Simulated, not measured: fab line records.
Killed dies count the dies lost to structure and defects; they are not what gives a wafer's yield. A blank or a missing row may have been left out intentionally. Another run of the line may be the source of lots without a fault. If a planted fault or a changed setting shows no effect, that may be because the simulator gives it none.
fab line records	flow nand-harc	part 1 of 2: steps 1 to 23 of 32
record: lots: 5	wafers: 15	last-day: 23
route steps=1159 shown A_STAIRCASE@620
lots untouched by any fault: they come from a run of this same line in which no faults occurred
start-h: hours from the record's first day to the start of the lot's first wafer shown	wait-h: time in hours since the lot's previous step	" same as the row above	L1.1+2: a row that stands for several wafers	- no value present, or no start provided	* or withheld: withheld	< > ~ a bound
route shown NAME@n: a module of which the file shows steps, and the number in the route of the first	usual: mean and standard deviation over wafers with no fault	same: alike in all rows	chamber/n: place in a boat	sites: each site's reading	_std_site: the values' standard deviation	_edge_site: outer sites' mean less inner sites'	radius-mm: for every site, how far away it sits from the centre of the wafer	mask NAME#n: copy n	behind: tool/chamber where the wafer was last shaped	hold: cause of the lot's hold/its duration in hours/its outcome	device: the n, p or np transistor that did not switch	end of line: the route-end tests of the same wafers	a step with no rows: only its recipe	killed: count of dies lost to structure and defects at first sort (not the wafer's yield)	map: per-die view of a wafer (x killed, . not killed, _ where there is no die)
set.NAME: the setting the step ran with; set.NAME@STEP: the setting that earlier step ran with	model.NAME: the simulator's own value behind a step, which no gauge read
a table for each step, a row for each wafer; lots at some steps of the route
services: a tool's chamber out of use, with start hour (start-h, from the record's first day; less than 0 if before it), hours out, and reason
== steps ==
step: NHARC_A_STAIRCASE_TRIM_226
recipe: time-s: 211.2	o2-flow-sccm: 500	ar-flow-sccm: 0	bias-w: 0	chemistry: O2
usual: drypump-motor-current-A: 5.8/0.52	mfc-ar-sccm: 0.005/0.011	oes-product-au: 1.001/0.0072	rf-vpp-V: 57.8/0.94	showerhead-plenum-p-Torr: 3.51/0.11	throttle-valve-pct: 17.038/0.0088
lot.wafer	tool	chamber	start-h	wait-h	drypump-motor-current-A	mfc-ar-sccm	oes-product-au	rf-hours-counter-h	rf-vpp-V	showerhead-plenum-p-Torr	throttle-valve-pct
L075.2	rie-diel-07	1	-	-	5.7	0	1.011	8	58.6	3.34	17.036
L075.3	"	2	"	"	5.7	0	0.994	9	59.6	3.68	17.035
L075.5	"	3	"	"	6.4	0	1.003	-	57.2	3.60	17.039
L082.2	rie-diel-09	3	-	-	6.4	0.009	0.990	13	58.3	3.58	17.025
L082.3	"	0	"	"	4.9	0	0.998	14	57.8	3.51	17.028
L082.4	"	1	"	"	5.8	0.029	0.986	-	57.3	3.59	17.043
L085.1	rie-diel-06	2	-	-	5.0	0	0.999	22	59.5	3.60	17.027
L085.3	"	1	"	"	6.1	0	0.986	23	59.6	3.42	17.027
L085.5	"	1	"	"	6.1	0	0.996	-	56.3	3.42	17.018
L086.1	rie-diel-06	3	-	-	6.1	0	0.997	19	57.4	3.57	17.049
L086.3	"	0	"	"	5.6	0.003	1.010	28	57.8	3.29	17.049
L086.4	"	1	"	"	6.1	0	0.998	28	56.6	3.42	17.041
L092.1	rie-diel-07	1	-	-	5.8	0	1.004	50	57.8	3.32	17.037
L092.2	"	3	"	"	6.4	0	1.000	47	56.8	3.58	17.019
L092.5	"	1	"	"	5.8	0	1.003	-	56.9	3.32	17.044
step: NHARC_A_STAIRCASE_ETCH_227
recipe: target-depth-a: 1000	time-s: 40.5	ion-energy-ev: 400	c4f8-flow-sccm: 20	o2-flow-sccm: 10	ar-flow-sccm: withheld	rf-w: 600	bias-w: 1000	chemistry: C4F8/O2
usual: oes-product-au: 0.939/0.011	rf-fwd-power-W: 592/3.1	rf-vpp-V: 896/4.1
lot.wafer	tool	chamber	start-h	wait-h	oes-product-au	rf-fwd-power-W	rf-hours-counter-h	rf-vpp-V
L075.3	rie-diel-07	3	-	-	0.942	588	9	898
L075.2	"	1	"	"	0.958	589	8	890
L075.5	"	2	"	"	0.944	588	-	901
L082.3	rie-diel-09	1	-	-	0.932	593	11	898
L082.2	"	3	"	"	0.920	595	13	900
L082.4	"	1	"	"	0.928	593	-	899
L085.3	rie-diel-06	0	-	-	0.943	590	23	887
L085.1	"	1	"	"	0.940	592	23	892
L085.5	"	2	"	"	0.938	594	-	901
L086.4	rie-diel-06	2	-	-	0.947	591	28	898
L086.1	"	3	"	"	0.940	592	19	899
L086.3	"	1	"	"	0.938	595	28	892
L092.1	rie-diel-07	1	-	-	0.952	589	50	889
L092.2	"	2	"	"	0.950	591	39	901
L092.5	"	1	"	"	0.960	588	-	888
step: NHARC_A_STAIRCASE_TRIM_229
recipe: time-s: 211.2	o2-flow-sccm: 500	ar-flow-sccm: 0	bias-w: 0	chemistry: O2
usual: drypump-motor-current-A: 5.9/0.51	mfc-ar-sccm: 0.006/0.012	oes-product-au: 1.004/0.0094	rf-vpp-V: 57.8/0.9	showerhead-plenum-p-Torr: 3.51/0.12	throttle-valve-pct: 17.036/0.0091
lot.wafer	tool	chamber	start-h	wait-h	drypump-motor-current-A	mfc-ar-sccm	oes-product-au	rf-hours-counter-h	rf-vpp-V	showerhead-plenum-p-Torr	throttle-valve-pct
L075.3	rie-diel-07	0	257.48	0.1	6.5	0.032	1.022	8	57.9	3.40	17.034
L075.2	"	2	"	"	5.8	0	1.008	9	58.2	3.68	17.032
L075.5	"	0	"	"	6.6	0.032	1.011	-	58.1	3.40	17.040
L082.3	rie-diel-07	2	293.50	0.1	5.8	0	1.016	23	58.1	3.67	17.036
L082.4	"	3	"	"	6.4	0	1.014	22	57.5	3.60	17.043
L082.2	"	0	"	"	6.5	0.032	1.021	23	58.9	3.39	17.028
L085.3	rie-diel-07	3	306.09	0.1	6.3	0	1.019	27	56.4	3.59	17.043
L085.1	"	2	"	"	5.8	0	0.995	27	57.9	3.67	17.035
L085.5	"	0	"	"	6.6	0.032	1.011	-	56.2	3.39	17.037
L086.3	rie-diel-06	3	319.17	0.1	6.1	0	0.999	19	57.5	3.57	17.047
L086.4	"	1	"	"	6.1	0	0.990	28	57.3	3.42	17.029
L086.1	"	2	"	"	5.0	0	1.000	28	58.0	3.60	17.058
L092.1	rie-diel-07	2	357.67	0.1	5.8	0	1.012	39	58.2	3.66	17.049
L092.2	"	3	"	"	6.4	0	1.006	47	58.8	3.58	17.024
L092.5	"	1	"	"	5.7	0	1.010	-	58.6	3.32	17.041
step: NHARC_A_STAIRCASE_ETCH_230
recipe: target-depth-a: 1000	time-s: 40.5	ion-energy-ev: 400	c4f8-flow-sccm: 20	o2-flow-sccm: 10	ar-flow-sccm: withheld	rf-w: 600	bias-w: 1000	chemistry: C4F8/O2
usual: oes-product-au: 0.948/0.016	rf-fwd-power-W: 590.6/2.8	rf-vpp-V: 895/4.7
lot.wafer	tool	chamber	start-h	wait-h	oes-product-au	rf-fwd-power-W	rf-hours-counter-h	rf-vpp-V
L075.2	rie-diel-07	1	-	-	0.948	589.4	8	889
L075.3	"	2	"	"	0.943	589.8	9	904
L075.5	"	0	"	"	0.935	586.4	-	892
L082.3	rie-diel-07	2	-	-	0.946	591.2	23	902
L082.2	"	3	"	"	0.948	592.2	22	898
L082.4	"	1	"	"	0.983	588.7	24	888
L085.1	rie-diel-07	3	-	-	0.965	588.4	27	897
L085.3	"	0	"	"	0.954	586.6	29	891
L085.5	"	2	"	"	0.956	589.7	-	901
L086.1	rie-diel-06	1	-	-	0.935	591.5	28	892
L086.4	"	2	"	"	0.958	595.2	28	899
L086.3	"	3	"	"	0.941	593.4	19	898
L092.2	rie-diel-07	2	-	-	0.941	591.5	39	901
L092.1	"	3	"	"	0.951	591.3	47	898
L092.5	"	2	"	"	0.951	592.1	-	901
step: NHARC_A_STAIRCASE_TRIM_231
recipe: time-s: 211.2	o2-flow-sccm: 500	ar-flow-sccm: 0	bias-w: 0	chemistry: O2
usual: drypump-motor-current-A: 5.9/0.49	mfc-ar-sccm: 0.007/0.013	oes-product-au: 1.004/0.008	rf-vpp-V: 57.6/0.84	showerhead-plenum-p-Torr: 3.50/0.12	throttle-valve-pct: 17.037/0.0091
lot.wafer	tool	chamber	start-h	wait-h	drypump-motor-current-A	mfc-ar-sccm	oes-product-au	rf-hours-counter-h	rf-vpp-V	showerhead-plenum-p-Torr	throttle-valve-pct
L075.2	rie-diel-07	1	-	-	5.8	0	1.011	8	57.7	3.34	17.031
L075.3	"	3	"	"	6.4	0	1.013	9	56.8	3.60	17.028
L075.5	"	0	"	"	6.6	0.032	1.000	-	57.7	3.40	17.044
L082.2	rie-diel-07	1	-	-	5.8	0	1.025	24	56.7	3.33	17.037
L082.3	"	2	"	"	5.8	0	1.009	23	56.3	3.67	17.029
L082.4	"	3	"	"	6.4	0	1.007	22	56.8	3.60	17.038
L085.3	rie-diel-07	3	-	-	6.4	0	1.012	27	57.6	3.59	17.018
L085.1	"	1	"	"	5.8	0	1.016	29	56.3	3.33	17.053
L085.5	"	2	"	"	5.8	0	0.998	-	58.3	3.67	17.021
L086.4	rie-diel-06	0	-	-	5.6	0.003	0.991	28	55.8	3.29	17.045
L086.3	"	2	"	"	5.0	0	1.007	28	57.4	3.60	17.039
L086.1	"	3	"	"	6.1	0	0.986	19	58.2	3.57	17.029
L092.1	rie-diel-07	0	-	-	6.5	0.032	1.002	50	56.9	3.38	17.038
L092.2	"	2	"	"	5.8	0	0.995	39	58.9	3.66	17.048
L092.5	"	1	"	"	5.8	0	1.004	-	56.7	3.32	17.029
step: NHARC_A_STAIRCASE_ETCH_232
recipe: target-depth-a: 1000	time-s: 40.5	ion-energy-ev: 400	c4f8-flow-sccm: 20	o2-flow-sccm: 10	ar-flow-sccm: withheld	rf-w: 600	bias-w: 1000	chemistry: C4F8/O2
usual: oes-product-au: 0.947/0.011	rf-fwd-power-W: 590.8/2.9	rf-vpp-V: 895/4.6
lot.wafer	tool	chamber	start-h	wait-h	oes-product-au	rf-fwd-power-W	rf-hours-counter-h	rf-vpp-V
L075.2	rie-diel-07	2	-	-	0.951	590.3	9	902
L075.3	"	0	"	"	0.942	589.6	8	891
L075.5	"	2	"	"	0.958	589.8	-	902
L082.3	rie-diel-07	0	-	-	0.959	587.8	24	890
L082.2	"	2	"	"	0.956	591.8	23	900
L082.4	"	3	"	"	0.965	590.6	22	898
L085.3	rie-diel-07	0	-	-	0.947	587.3	29	891
L085.1	"	2	"	"	0.947	594.2	27	900
L085.5	"	0	"	"	0.950	588.5	-	891
L086.4	rie-diel-06	2	-	-	0.938	596.2	28	898
L086.3	"	3	"	"	0.932	595.0	19	900
L086.1	"	0	"	"	0.935	590.9	28	887
L092.2	rie-diel-07	2	-	-	0.951	590.0	39	901
L092.1	"	3	"	"	0.952	588.0	47	898
L092.5	"	2	"	"	0.950	589.6	-	899
step: NHARC_A_STAIRCASE_TRIM_233
recipe: time-s: 211.2	o2-flow-sccm: 500	ar-flow-sccm: 0	bias-w: 0	chemistry: O2
usual: drypump-motor-current-A: 5.9/0.49	mfc-ar-sccm: 0.007/0.013	oes-product-au: 1.006/0.0086	rf-vpp-V: 57.7/0.89	showerhead-plenum-p-Torr: 3.49/0.12	throttle-valve-pct: 17.037/0.0088
lot.wafer	tool	chamber	start-h	wait-h	drypump-motor-current-A	mfc-ar-sccm	oes-product-au	rf-hours-counter-h	rf-vpp-V	showerhead-plenum-p-Torr	throttle-valve-pct
L075.3	rie-diel-07	1	-	-	5.8	0	1.017	8	57.4	3.34	17.051
L075.2	"	2	"	"	5.8	0	1.006	9	58.2	3.68	17.045
L075.5	"	1	"	"	5.8	0	1.013	-	56.7	3.34	17.031
L082.2	rie-diel-07	1	-	-	5.8	0	1.018	25	58.2	3.33	17.045
L082.3	"	2	"	"	5.8	0	1.000	23	58.9	3.67	17.054
L082.4	"	3	"	"	6.4	0	1.004	22	58.3	3.60	17.036
L085.1	rie-diel-07	3	-	-	6.4	0	1.007	27	57.3	3.59	17.021
L085.3	"	0	"	"	6.5	0.032	1.005	29	57.5	3.39	17.035
L085.5	"	2	"	"	5.8	0	1.009	-	58.2	3.67	17.044
L086.3	rie-diel-06	3	-	-	6.1	0	0.996	19	57.6	3.57	17.042
L086.4	"	1	"	"	6.0	0	0.991	29	57.4	3.42	17.042
L086.1	"	2	"	"	5.0	0	1.020	28	58.0	3.60	17.048
L092.1	rie-diel-07	3	-	-	6.4	0	1.000	47	57.7	3.58	17.047
L092.2	"	1	"	"	5.8	0	1.003	50	57.4	3.32	17.050
L092.5	"	0	"	"	6.5	0.032	1.003	-	57.5	3.38	17.037
step: NHARC_A_STAIRCASE_ETCH_234
recipe: target-depth-a: 1000	time-s: 40.5	ion-energy-ev: 400	c4f8-flow-sccm: 20	o2-flow-sccm: 10	ar-flow-sccm: withheld	rf-w: 600	bias-w: 1000	chemistry: C4F8/O2
usual: oes-product-au: 0.941/0.0097	rf-fwd-power-W: 591/3.1	rf-vpp-V: 895/4.6
lot.wafer	tool	chamber	start-h	wait-h	oes-product-au	rf-fwd-power-W	rf-hours-counter-h	rf-vpp-V
L075.2	rie-diel-07	2	-	-	0.942	593	9	903
L075.3	"	1	"	"	0.945	588	8	889
L075.5	"	3	"	"	0.937	587	-	899
L082.2	rie-diel-07	2	-	-	0.947	591	23	901
L082.3	"	3	"	"	0.954	589	22	899
L082.4	"	0	"	"	0.948	589	24	891
L085.3	rie-diel-07	1	-	-	0.956	589	29	888
L085.1	"	2	"	"	0.937	591	27	901
L085.5	"	0	"	"	0.946	588	-	891
L086.4	rie-diel-06	3	-	-	0.938	596	19	897
L086.1	"	0	"	"	0.940	588	28	886
L086.3	"	2	"	"	0.957	596	28	900
L092.1	rie-diel-07	1	-	-	0.958	588	50	888
L092.2	"	2	"	"	0.945	589	39	901
L092.5	"	1	"	"	0.949	590	-	889
step: NHARC_A_STAIRCASE_TRIM_235
recipe: time-s: 211.2	o2-flow-sccm: 500	ar-flow-sccm: 0	bias-w: 0	chemistry: O2
usual: drypump-motor-current-A: 5.9/0.5	mfc-ar-sccm: 0.007/0.012	oes-product-au: 1.004/0.0086	rf-vpp-V: 57.8/0.83	showerhead-plenum-p-Torr: 3.50/0.12	throttle-valve-pct: 17.036/0.0076
lot.wafer	tool	chamber	start-h	wait-h	drypump-motor-current-A	mfc-ar-sccm	oes-product-au	rf-hours-counter-h	rf-vpp-V	showerhead-plenum-p-Torr	throttle-valve-pct
L075.3	rie-diel-07	3	-	-	6.4	0	1.000	9	58.9	3.60	17.042
L075.2	"	0	"	"	6.5	0.032	1.005	8	58.6	3.40	17.029
L075.5	"	1	"	"	5.7	0	1.006	-	56.1	3.34	17.056
L082.3	rie-diel-07	2	-	-	5.8	0	1.009	23	57.4	3.67	17.030
L082.2	"	3	"	"	6.4	0	1.003	22	58.9	3.60	17.029
L082.4	"	0	"	"	6.6	0.032	1.016	24	57.0	3.39	17.040
L085.1	rie-diel-07	3	-	-	6.3	0	1.009	27	59.1	3.59	17.032
L085.3	"	2	"	"	5.7	0	1.004	27	58.2	3.67	17.036
L085.5	"	0	"	"	6.6	0.032	1.011	-	56.1	3.39	17.045
L086.4	rie-diel-06	0	-	-	5.6	0.003	1.003	28	57.1	3.29	17.028
L086.3	"	1	"	"	6.1	0	1.001	29	58.9	3.42	17.042
L086.1	"	2	"	"	5.0	0	1.001	28	58.5	3.60	17.034
L092.2	rie-diel-07	0	-	-	6.6	0.032	1.012	50	57.7	3.38	17.038
L092.1	"	3	"	"	6.3	0	1.008	47	59.5	3.58	17.036
L092.5	"	0	"	"	6.6	0.032	1.013	-	58.0	3.38	17.039
step: NHARC_A_STAIRCASE_ETCH_236
recipe: target-depth-a: 1000	time-s: 40.5	ion-energy-ev: 400	c4f8-flow-sccm: 20	o2-flow-sccm: 10	ar-flow-sccm: withheld	rf-w: 600	bias-w: 1000	chemistry: C4F8/O2
usual: oes-product-au: 0.943/0.012	rf-fwd-power-W: 590.9/2.9	rf-vpp-V: 895/4.5
lot.wafer	tool	chamber	start-h	wait-h	oes-product-au	rf-fwd-power-W	rf-hours-counter-h	rf-vpp-V
L075.2	rie-diel-07	1	-	-	0.942	588.2	9	888
L075.3	"	2	"	"	0.926	591.7	9	900
L075.5	"	3	"	"	0.948	588.0	-	900
L082.4	rie-diel-07	0	-	-	0.940	590.3	24	890
L082.2	"	2	"	"	0.935	591.4	23	900
L082.3	"	3	"	"	0.956	592.4	22	900
L085.3	rie-diel-07	2	-	-	0.925	592.8	27	901
L085.1	"	3	"	"	0.954	588.3	27	898
L085.5	"	0	"	"	0.938	591.0	-	893
L086.1	rie-diel-06	0	-	-	0.941	585.8	28	886
L086.4	"	1	"	"	0.935	590.0	29	893
L086.3	"	2	"	"	0.955	591.9	28	898
L092.1	rie-diel-07	2	-	-	0.963	591.6	40	903
L092.2	"	3	"	"	0.953	587.6	47	896
L092.5	"	0	"	"	0.963	590.5	-	890
step: NHARC_A_STAIRCASE_STRIP_238
recipe: power-w: 1500	temp-c: 250	chemistry: O2
usual: drypump-motor-current-A: 6.24/0.092	heater-power-w: 329/15
lot.wafer	tool	chamber	start-h	wait-h	drypump-motor-current-A	heater-power-w	rf-hours-counter-h
L075.2	plasma-asher-01	1	258.57	0.1	6.12	338	50
L075.3	"	0	"	"	6.22	306	-
L075.5	"	0	"	"	6.21	307	-
L082.2	plasma-asher-02	1	294.71	0.1	6.40	353	36
L082.4	"	1	"	"	6.39	348	-
L082.3	"	0	"	"	6.19	321	-
L085.1	plasma-asher-01	1	307.18	0.1	6.15	322	6
L085.3	"	0	"	"	6.18	314	-
L085.5	"	1	"	"	6.10	334	-
L086.1	plasma-asher-01	0	320.27	0.1	6.21	327	12
L086.4	"	0	"	"	6.20	316	-
L086.3	"	1	"	"	6.16	320	-
L092.2	plasma-asher-02	0	358.69	0.1	6.25	324	57
L092.1	"	1	"	"	6.40	348	57
L092.5	"	1	"	"	6.36	353	-
step: NHARC_A_STAIRCASE_STRIP_239
recipe: time-s: 900	temp-c: 130	chemistry: SPM
usual: bath-guard-temp-C: 130.0/0.51
lot.wafer	tool	chamber	start-h	wait-h	bath-guard-temp-C
L075.5	wet-bench-01	0	258.92	0.1	129.8
L075.3	"	2	"	"	130.0
L075.2	"	4	"	"	129.8
L082.2	wet-bench-06	5	295.08	0.3	131.0
L082.4	"	6	"	"	129.8
L082.3	"	0	"	"	129.0
L085.3	wet-bench-01	0	307.54	0.2	130.0
L085.1	"	2	"	"	130.0
L085.5	"	4	"	"	129.7
L086.4	wet-bench-06	2	320.64	0.2	130.2
L086.1	"	3	"	"	130.8
L086.3	"	4	"	"	130.5
L092.2	wet-bench-01	1	359.03	0.3	129.9
L092.1	"	2	"	"	130.0
L092.5	"	4	"	"	129.3
step: NHARC_A_STAIRCASE_PRECLEAN_240
recipe: time-s: *	temp-c: 50	bath-age-min: 0	chemistry: SC1
usual: bath-guard-temp-C: 50.0/0.5
lot.wafer	tool	chamber	start-h	wait-h	bath-guard-temp-C
L075.5	wet-bench-01	0	-	-	50.0
L075.3	"	2	"	"	50.1
L075.2	"	4	"	"	49.9
L082.2	wet-bench-06	5	-	-	50.9
L082.4	"	6	"	"	49.5
L082.3	"	0	"	"	49.1
L085.3	wet-bench-01	0	-	-	49.8
L085.1	"	2	"	"	49.7
L085.5	"	4	"	"	49.9
L086.4	wet-bench-06	2	-	-	50.5
L086.1	"	3	"	"	50.8
L086.3	"	4	"	"	50.6
L092.2	wet-bench-01	1	-	-	49.9
L092.1	"	2	"	"	50.3
L092.5	"	4	"	"	49.6
step: NHARC_A_STAIRCASE_SRD_241
lot.wafer	tool	chamber	start-h	wait-h
L075.5+3+2	wet-bench-01	0,2,4	-	-
L082.2+4+3	wet-bench-06	5,6,0	-	-
L085.3+1+5	wet-bench-01	0,2,4	-	-
L086.4+1+3	wet-bench-06	2,3,4	-	-
L092.2+1+5	wet-bench-01	1,2,4	-	-
step: NHARC_A_STAIRCASE_DEHYDRATE_242
recipe: temp-c: 150	time-s: 120
lot.wafer	tool	chamber	start-h	wait-h
L075.2+3+5	litho-track-03	0	259.39	-
L082.2+3+4	litho-track-03	0	295.52	-
L085.1+3+5	litho-track-02	0	307.98	-
L086.1+3+4	litho-track-03	0	321.07	-
L092.1+2+5	litho-track-02	0	359.49	-
step: NHARC_A_STAIRCASE_HMDS_243
recipe: time-s: 30
lot.wafer	tool	chamber	start-h	wait-h
L075.2+3+5	litho-track-03	0	-	-
L082.2+3+4	litho-track-03	0	-	-
L085.1+3+5	litho-track-02	0	-	-
L086.1+3+4	litho-track-03	0	-	-
L092.1+2+5	litho-track-02	0	-	-
step: NHARC_A_STAIRCASE_COAT_244
recipe: spin-rpm: 1200
lot.wafer	tool	chamber	start-h	wait-h
L075.2+3+5	litho-track-03	0	-	-
L082.2+3+4	litho-track-03	0	-	-
L085.1+3+5	litho-track-02	0	-	-
L086.1+3+4	litho-track-03	0	-	-
L092.1+2+5	litho-track-02	0	-	-
step: NHARC_A_STAIRCASE_SOFTBAKE_245
recipe: temp-c: 135	time-s: 170
lot.wafer	tool	chamber	start-h	wait-h
L075.2+3+5	litho-track-03	0	-	-
L082.2+3+4	litho-track-03	0	-	-
L085.1+3+5	litho-track-02	0	-	-
L086.1+3+4	litho-track-03	0	-	-
L092.1+2+5	litho-track-02	0	-	-
step: NHARC_A_STAIRCASE_EBR_246
lot.wafer	tool	chamber	start-h	wait-h
L075.2+3+5	litho-track-03	0	-	-
L082.2+3+4	litho-track-03	0	-	-
L085.1+3+5	litho-track-02	0	-	-
L086.1+3+4	litho-track-03	0	-	-
L092.1+2+5	litho-track-02	0	-	-
step: NHARC_A_STAIRCASE_EXPOSE_247
recipe: na: 0.5	dose-mj: 25.34	mask-id: SDS_1
lot.wafer	tool	chamber	start-h	wait-h	mask
L075.2+3+5	krf-scanner-03	0	259.60	-	SDS_1#0
L082.2+3+4	krf-scanner-01	0	295.73	-	SDS_1#0
L085.1+3+5	krf-scanner-03	0	308.32	-	SDS_1#0
L086.1+3+4	krf-scanner-03	0	321.40	-	SDS_1#0
L092.1+2+5	krf-scanner-01	0	359.82	-	SDS_1#0
step: NHARC_A_STAIRCASE_PEB_248
recipe: peb-temp-c: 115	peb-time-s: 130
lot.wafer	tool	chamber	start-h	wait-h
L075.2+3+5	litho-track-03	0	259.66	0.1
L082.2+3+4	litho-track-02	0	295.79	0.1
L085.1+3+5	litho-track-02	0	308.38	0.1
L086.1+3+4	litho-track-07	0	321.47	0.1
L092.1+2+5	litho-track-03	0	359.89	0.1
step: NHARC_A_STAIRCASE_DEVELOP_249
recipe: time-s: 140
lot.wafer	tool	chamber	start-h	wait-h
L075.2+3+5	litho-track-03	0	-	-
L082.2+3+4	litho-track-02	0	-	-
L085.1+3+5	litho-track-02	0	-	-
L086.1+3+4	litho-track-07	0	-	-
L092.1+2+5	litho-track-03	0	-	-
step: NHARC_A_STAIRCASE_HARDBAKE_251
recipe: temp-c: 120	time-s: 140
lot.wafer	tool	chamber	start-h	wait-h
L075.2+3+5	litho-track-07	0	259.89	-
L082.2+3+4	litho-track-02	0	296.02	-
L085.1+3+5	litho-track-02	0	308.60	-
L086.1+3+4	litho-track-07	0	321.70	-
L092.1+2+5	litho-track-03	0	360.10	-
